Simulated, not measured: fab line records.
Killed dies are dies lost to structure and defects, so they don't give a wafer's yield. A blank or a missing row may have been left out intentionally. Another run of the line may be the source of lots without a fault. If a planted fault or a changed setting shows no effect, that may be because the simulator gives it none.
Lot-split experiment ; flow n5-finfet ; route with 1938 steps; 7 lots, 21 wafers read

== ABOUT THE SPLIT ==
At N5_FIN_CUT_EXPOSE_05 (exposes mask FIN CUT), the setting dose-mj was moved away from the recipe's 45.75 on 7 of the 21 wafers read, by -2.5% to +7.4%. All remaining wafers had this setting at the recipe value.

== FROM THE SPLIT TO THE READING: what the file shows between them, 2 steps ==
- N5_FIN_CUT_PEB_06: peb time 60 s
- N5_FIN_CUT_DEVELOP_07: develop time 30 s

== THE READING ==
cd-nm, in nm, at N5_FIN_CUT_CD_MEAS_08 (target cd 29.1 nm). A value of 29.16 nm with a standard deviation of 0.27 nm is what fault-free wafers of this fab line usually give.

wafer;tool, chamber at the split;dose-mj as run;against the recipe;cd-nm, nm;against lot-mates on the recipe
L075.2;euv-scanner-02, 0;45.75;recipe;29.35;-
L075.4;euv-scanner-02, 0;45.75;recipe;29.43;-
L075.5;euv-scanner-02, 0;45.75;recipe;29.58;-
L077.1;euv-scanner-01, 0;44.62;-2.5%;28.80;no lot-mate on the recipe
L077.3;euv-scanner-01, 0;44.62;-2.5%;28.64;no lot-mate on the recipe
L077.5;euv-scanner-01, 0;44.62;-2.5%;28.68;no lot-mate on the recipe
L080.2;euv-scanner-01, 0;45.75;recipe;29.10;-
L080.5;euv-scanner-01, 0;45.75;recipe;29.08;-
L080.6;euv-scanner-01, 0;45.75;recipe;29.00;-
L085.2;euv-scanner-02, 0;45.75;recipe;28.95;-
L085.3;euv-scanner-02, 0;45.75;recipe;28.70;-
L085.4;euv-scanner-02, 0;45.75;recipe;29.00;-
L095.3;euv-scanner-01, 0;45.75;recipe;29.10;-
L095.4;euv-scanner-01, 0;48.66;+6.4%;30.06;+0.96
L095.6;euv-scanner-01, 0;48.66;+6.4%;30.12;+1.02
L096.1;euv-scanner-01, 0;49.12;+7.4%;30.83;+1.74
L096.3;euv-scanner-01, 0;45.75;recipe;29.09;-
L096.4;euv-scanner-01, 0;49.12;+7.4%;30.76;+1.67
L097.3;euv-scanner-02, 0;45.75;recipe;28.96;-
L097.4;euv-scanner-02, 0;45.75;recipe;28.79;-
L097.5;euv-scanner-02, 0;45.75;recipe;28.56;-

FIT RESULTS
A straight line over all 21 wafers: cd-nm changes by +0.197 nm for each +1% of dose-mj; r = +0.92; the points scatter about the line by 0.26 nm.
The same after taking each lot's own level away (the mean of its wafers on the recipe; 18 wafers): +0.2 nm for each +1%; r = +0.96; scatter 0.16 nm.
Per that fit: largest dose-mj move, reading shift of 1.5 nm.
From 28.770 to 29.453 nm: that is the span of the lots' own levels, equal to 2.5 times the standard deviation above.
Hence the lot-to-lot level has little effect on the slope; both slopes agree.
Check: for one of the wafers moved furthest among these (+7.4%), held out of the fit, the line's prediction against its lot-mates is +1.36 nm. Against them it came out at +1.74 nm.

== ADDITIONAL SPLITS CARRIED BY THESE WAFERS ==
These wafers also went through other splits before the reading. Each is held against what the fit with the lots' levels taken away leaves over:
other split on the same wafers;wafers away from the commonest value;r with cd-nm (lot level and that fit taken away)
N5_WELL_APT_COAT_02 spin-rpm;7;-0.27
N5_FIN_SAQP_COAT_68 spin-rpm;11;-0.31

== THE WHOLE CHAIN: every reading that the file lists as answering this split, in the file's order ==
step;what it does;reading;change (the file's fit);r (the file's)
N5_FIN_CUT_CD_MEAS_08;target cd 29.1 nm;cd-nm;+0.199 nm for each +1% of the setting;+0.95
N5_FIN_CUT_ETCH_30;etches underlayer in N2/H2, target depth 13 nm, time 10.4 s;FIN_CUT.cd-offset-nm (the simulator's own value, which no gauge read);+0.183 nm for each +1% of the setting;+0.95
N5_FIN_CUT_ETCH_20;etches SiARC in CF4, target depth 26 nm, time 43.3 s;FIN_CUT.cd-offset-nm (the simulator's own value, which no gauge read);+0.188 nm for each +1% of the setting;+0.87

== FILE'S OWN FIT ==
cd-nm changes by +0.199 nm for each +1% of dose-mj, r = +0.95.
